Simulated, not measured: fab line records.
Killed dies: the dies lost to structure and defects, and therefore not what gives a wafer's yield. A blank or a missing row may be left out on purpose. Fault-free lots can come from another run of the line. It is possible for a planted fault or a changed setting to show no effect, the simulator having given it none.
Split-lot study + flow n5_finfet + 7 lots, 21 wafers read, on a route of 1938 steps

## ON THE SPLIT
At N5_BEOL_M6_HM_DEP_02 (deposits TiN, target thk 20 nm), the setting target_thk_a was moved away from the recipe's 200 angstrom on 7 of the 21 wafers read, by -7.1% to +13.5%. This setting was run at the recipe's value on the other wafers.

## FROM THE SPLIT TO THE READING: what the file shows between them, 8 steps
- N5_BEOL_M6_COAT_59: time 60 s, resist thk 100 nm
- N5_BEOL_M6_COAT_60: time 60 s, resist thk 35 nm
- N5_BEOL_M6_STRIP_68: strips in N2/H2
- N5_BEOL_M6_STRIP_67: strips in CF4
- N5_BEOL_M6_HM_OPEN_17: chemistry Cl2/BCl3, target TiN, target depth 20 nm, overetch 6 nm
- N5_BEOL_M6_STRIP_19: strips in O2
- N5_BEOL_M6_STRIP_76: strips in C4F6/O2
- N5_BEOL_M6_STRIP_36: strips in N2/H2

## THE READING
TiN_of_BEOL_M6_HM_DEP_02.thk_nm (the simulator's own value, which no gauge read), in nm, at N5_BEOL_M6_TRENCH_ETCH_37 (etches SiCOH lowk in C4F6/O2, target depth 94.435 nm, time 31.5 s). There is no usual value for it anywhere in the file. Across the 14 wafers here that went through the recipe, the average is 17.4 nm and the standard deviation 0.31 nm.

| wafer  | tool, chamber at the split | target_thk_a as run, angstrom | against the recipe | TiN_of_BEOL_M6_HM_DEP_02.thk_nm, nm | against lot-mates on the recipe |
|--------|----------------------------|-------------------------------|--------------------|-------------------------------------|---------------------------------|
| L076.1 | pvd_sputter-01, -          | 214.6                         | +7.3%              | 18.8                                | +1.2                            |
| L076.6 | pvd_sputter-01, -          | 214.6                         | +7.3%              | 18.8                                | +1.2                            |
| L076.2 | pvd_sputter-01, -          | 200                           | recipe             | 17.6                                | -                               |
| L075.1 | pvd_sputter-01, -          | 200                           | recipe             | 17.8                                | -                               |
| L075.3 | pvd_sputter-01, -          | 200                           | recipe             | 17.8                                | -                               |
| L075.6 | pvd_sputter-01, -          | 200                           | recipe             | 18                                  | -                               |
| L085.4 | pvd_sputter-01, -          | 208                           | +4.0%              | 18.2                                | +0.8                            |
| L085.5 | pvd_sputter-01, -          | 208                           | +4.0%              | 18.2                                | +0.8                            |
| L085.6 | pvd_sputter-01, -          | 200                           | recipe             | 17.4                                | -                               |
| L091.4 | pvd_sputter-01, -          | 200                           | recipe             | 17.2                                | -                               |
| L091.5 | pvd_sputter-01, -          | 200                           | recipe             | 17.4                                | -                               |
| L091.6 | pvd_sputter-01, -          | 226.9                         | +13.5%             | 20                                  | +2.7                            |
| L094.1 | pvd_sputter-03, -          | 200                           | recipe             | 17                                  | -                               |
| L094.2 | pvd_sputter-03, -          | 200                           | recipe             | 17.4                                | -                               |
| L094.3 | pvd_sputter-03, -          | 200                           | recipe             | 17.2                                | -                               |
| L095.2 | pvd_sputter-03, -          | 185.8                         | -7.1%              | 15.6                                | -1.4                            |
| L095.3 | pvd_sputter-03, -          | 185.8                         | -7.1%              | 15.4                                | -1.6                            |
| L095.6 | pvd_sputter-03, -          | 200                           | recipe             | 17                                  | -                               |
| L097.1 | pvd_sputter-03, -          | 200                           | recipe             | 17.2                                | -                               |
| L097.3 | pvd_sputter-03, -          | 200                           | recipe             | 17.2                                | -                               |
| L097.4 | pvd_sputter-03, -          | 200                           | recipe             | 17                                  | -                               |

THE FIT
A straight line over all 21 wafers: TiN_of_BEOL_M6_HM_DEP_02.thk_nm changes by +0.216 nm for each +1% of target_thk_a; r = +0.96; the points scatter about the line by 0.29 nm.
The same after taking each lot's own level away (the mean of its wafers on the recipe; 21 wafers): +0.195 nm for each +1%; r = +0.99; scatter 0.12 nm.
On that fit, the largest move of target_thk_a shifts the reading by 2.6 nm.
The span of the lots' own levels, 17.00 to 17.87 nm, comes to 2.8 times the standard deviation stated above.
So the slope is not independent of the lot-to-lot level: the two fits are not the same.
Check: with one of the wafers moved furthest among these (+13.5%) left out of the fit, the line predicts +2.52 nm for it against its lot-mates. Against them it came out at +2.7 nm.

## FURTHER SPLITS ON THESE WAFERS
These wafers also went through other splits before the reading. Each is held against what the fit with the lots' levels taken away leaves over:
| other split on the same wafers   | wafers away from the commonest value | r with TiN_of_BEOL_M6_HM_DEP_02.thk_nm (lot level and that fit taken away) |
|----------------------------------|--------------------------------------|----------------------------------------------------------------------------|
| N5_BEOL_M4_DESCUM_33 time_s      | 7                                    | +0.10                                                                      |
| N5_BEOL_M5_ETCH_68 time_s        | 3                                    | -0.02                                                                      |
| N5_BEOL_M5_TRENCH_ETCH_37 time_s | 7                                    | +0.08                                                                      |
| N5_BEOL_M5_DEP_56 time_s         | 11                                   | +0.26                                                                      |

## THE WHOLE CHAIN: every reading that the file lists as answering this split, in the file's order
| step                      | what it does                                                      | reading                                                                          | change (the file's fit)               | r (the file's) |
|---------------------------|-------------------------------------------------------------------|----------------------------------------------------------------------------------|---------------------------------------|----------------|
| N5_BEOL_M6_HM_DEP_02      | deposits TiN, target thk 20 nm                                    | TiN_of_BEOL_M6_HM_DEP_02.thk_nm (the simulator's own value, which no gauge read) | +0.194 nm for each +1% of the setting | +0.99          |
| N5_BEOL_M6_HM_OPEN_17     | chemistry Cl2/BCl3, target TiN, target depth 20 nm, overetch 6 nm | etch.depth_nm (the simulator's own value, which no gauge read)                   | +0.193 nm for each +1% of the setting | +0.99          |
| N5_BEOL_M6_TRENCH_ETCH_37 | etches SiCOH lowk in C4F6/O2, target depth 94.435 nm, time 31.5 s | TiN_of_BEOL_M6_HM_DEP_02.thk_nm (the simulator's own value, which no gauge read) | +0.196 nm for each +1% of the setting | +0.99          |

## FILE'S OWN FIT
TiN_of_BEOL_M6_HM_DEP_02.thk_nm changes by +0.196 nm for each +1% of target_thk_a, r = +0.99.
